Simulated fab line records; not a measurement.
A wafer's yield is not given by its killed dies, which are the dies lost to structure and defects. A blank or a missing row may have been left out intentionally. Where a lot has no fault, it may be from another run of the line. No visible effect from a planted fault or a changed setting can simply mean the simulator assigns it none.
A lot that was struck, set against a sound lot | flow n5-finfet | 15 steps out of a route of 1938
Sound: the wafers L335.3, L335.4, L335.5. Struck: wafer L346.3 (left out: L346.4, a lot-mate that was not struck); the cause follows at the end.
Per side, at each step with rows, come the tool, then ch with its chambers, and then its first start. Under that, the readings that differ: sound wafers | struck wafers | difference of the means | sigmas: that difference in standard deviations of wafers without a fault.
alike: readings whose means differ by less than 2 such deviations, and words and numbers that are the same on both sides. not compared: withheld readings, readings that some wafer has no value for, bounds like >300 that may hide the same value, and numbers for which the record gives no deviation and whose values overlap.
The two part at a step that has a row with sigmas, a row that says differs or no value, or rows on one side only. Numbers that don't overlap but have no deviation are shown without sigmas and don't part them. Lack of a reading on every wafer of one side parts them only where that side has two or more wafers.

N5_BEOL_M0_SPUTTER_116: material Cu, target thk 4 nm, time 7.37 s.
  sound on pvd-sputter-02, day 5 21:16; struck on pvd-sputter-02, day 8 22:24
  alike: chuck-sensor-temp-C, throttle-valve-pct
then, 1 step without rows for these wafers: N5_BEOL_M0_ANNEAL_117 (time 60 s).
N5_BEOL_M0_SPUTTER_132: material Cu, target thk 4 nm, time 7.37 s.
  sound on pvd-sputter-02, day 5 21:23; struck on pvd-sputter-02, day 8 22:31
  alike: chuck-sensor-temp-C, throttle-valve-pct
then, 3 steps without rows for these wafers: N5_BEOL_M0_ANNEAL_133 (time 60 s); N5_BEOL_M0_SPUTTER_134 (material Cu, target thk 4 nm, time 7.37 s); N5_BEOL_M0_ANNEAL_135 (time 60 s).
N5_BEOL_M0_SPUTTER_141: material Cu, target thk 4 nm, time 7.37 s.
  sound on pvd-sputter-02, day 5 21:37; struck on pvd-sputter-02, day 8 22:46
  alike: chuck-sensor-temp-C, throttle-valve-pct
then, 1 step without rows for these wafers: N5_BEOL_M0_ECD_118 (material Cu, target thk 300 nm).
N5_BEOL_M0_ANNEAL_119: time 90 s.
  sound on rtp-anneal-01 ch 0, day 5 21:55; struck on rtp-anneal-02 ch 0, day 8 23:03
  alike: anneal-temp-c, wafer_temp_C_max
then, 1 step without rows for these wafers: N5_BEOL_M0_CMP_120 (polishes, stops on SiOC, t overpolish 6.9 s).
N5_BEOL_M0_PRE_CLEAN_131: time 15 s.
  sound on cvd-co-01 ch 0,1, day 5 22:29; struck on cvd-co-01 ch 0, day 9 00:03
  alike: heater-power-w
N5_BEOL_M0_CO_CAP_123: material Co, precursor CCTBA/H2, target thk 2 nm, time 102.1 s.
  sound on cvd-co-01 ch 0,1, day 5 22:31; struck on cvd-co-01 ch 0, day 9 00:05
  reading                                    | sound             | struck | difference | sigmas
  run-length-s (s)                           | 125.0 124.9 125.8 | 157.3  | +32.1      | +55
  model.Co_of_BEOL_M0_CO_CAP_123.thk-nm (nm) | 2.2 2.2 2         | 2.8    | +0.7       |
  alike: heater-power-w
then, 1 step without rows for these wafers: N5_BEOL_M0_PRE_CLEAN_124 (time 15 s).
-- a jump in the record: the struck wafers' starts before and after are 2 days apart (it breaks off in module BEOL_M0 and resumes in module BEOL_M4, where the first step shown is number 1111 of the route) --
N5_BEOL_M4_RC_MEAS_101:
  sound on prober-01 ch 0, day 8 08:44; struck on prober-01 ch 0, day 11 05:59
  alike: DIBL_N, DIBL_P, IOFF_N, IOFF_P, ION_N, ION_P, SS_N, SS_P, VT_N, VT_P
-- the record jumps here: 4 days lie between the struck wafers' starts before and after (it left off in module BEOL_M4 and takes up again in module PASSIVATION, whose first step shown is number 1936 of the route) --
N5_PASSIVATION_PROBE_49:
  only the struck wafers here have rows in the record (prober-02, day 15 10:46); the sound ones have none

WHERE THEY PART
Earliest at N5_BEOL_M0_CO_CAP_123; latest, in this record, at N5_PASSIVATION_PROBE_49.

WHY: what had been put in by the simulator
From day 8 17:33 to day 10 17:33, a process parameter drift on cvd-co-01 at N5_BEOL_M0_CO_CAP_123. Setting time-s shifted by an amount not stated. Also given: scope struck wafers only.
